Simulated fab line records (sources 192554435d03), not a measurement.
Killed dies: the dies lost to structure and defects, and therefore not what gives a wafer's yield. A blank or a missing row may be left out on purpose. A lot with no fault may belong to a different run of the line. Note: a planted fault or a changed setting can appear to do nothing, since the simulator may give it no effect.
Matching of chambers	flow n5-finfet	N5_BEOL_M6_DESCUM_33 on rie-diel-03: 4 sister chambers
The step chemistry O2, time 7 s. 16 wafers are shown with their chamber, then 8 later ones without.

== WAFERS WITH THEIR CHAMBER ==
wafer	chamber	showerhead-plenum-p-Torr (Torr)	throttle-valve-pct (%)	drypump-motor-current-A (A)
L074.4	3	2.09	20.78	5.5
L074.5	1	2.00	20.01	5.4
L074.6	2	2.22	20.14	5.7
L076.1	0	2.15	20.74	5.7
L076.3	2	2.22	20.13	5.8
L076.5	1	2.00	20.03	5.4
L078.1	1	2.00	20.03	5.5
L078.3	0	2.15	20.75	5.7
L078.5	1	2.00	20.04	5.4
L085.2	2	2.21	20.18	5.8
L085.4	0	2.15	20.38	5.6
L085.5	1	1.99	20.05	5.4
L087.1	1	1.99	20.05	5.4
L087.2	2	2.21	20.17	5.8
L087.3	0	2.15	20.39	5.6
L088.1	0	2.15	20.42	5.7

SIGNATURES, as means of the wafers listed above
reading	chamber 0	chamber 1	chamber 2	chamber 3	scatter within a chamber
showerhead-plenum-p-Torr	2.1500	1.9967	2.2150	2.0900	0.00441
throttle-valve-pct	20.5360	20.0350	20.1550	20.7800	0.112
drypump-motor-current-A	5.660	5.417	5.775	5.500	0.0482
Rule: a wafer lies at a distance from a chamber equal to the root of the sum of squares, over the readings, of (its reading less the chamber's mean, divided by the reading's scatter). If the next closest chamber is less than 2 further off than the closest, the wafer can't be placed; otherwise it belongs to the closest. The scatter is the square root of a quotient: the sum, over the shown wafers, of each reading's squared deviation from its chamber's mean, divided by wafers minus chambers.

== WAFERS WITHOUT THEIR CHAMBER ==
wafer	showerhead-plenum-p-Torr (Torr)	throttle-valve-pct (%)	drypump-motor-current-A (A)
L088.4	2.08	20.86	5.5
L088.5	1.99	20.05	5.4
L090.3	2.08	20.84	5.6
L090.4	2.21	20.19	5.8
L090.6	2.21	20.19	5.8
L095.1	2.14	20.42	5.7
L095.4	2.20	20.20	5.8
L095.5	1.99	20.08	5.5

== WHICH CHAMBER EACH WENT THROUGH ==
wafer	from the rows above	in truth
L088.4	3	3
L088.5	1	1
L090.3	3	3
L090.4	2	2
L090.6	2	2
L095.1	0	0
L095.4	2	2
L095.5	1	1
Correct placement for 8 of the 8. Number that these rows cannot place: 0. Placed wrongly: 0.
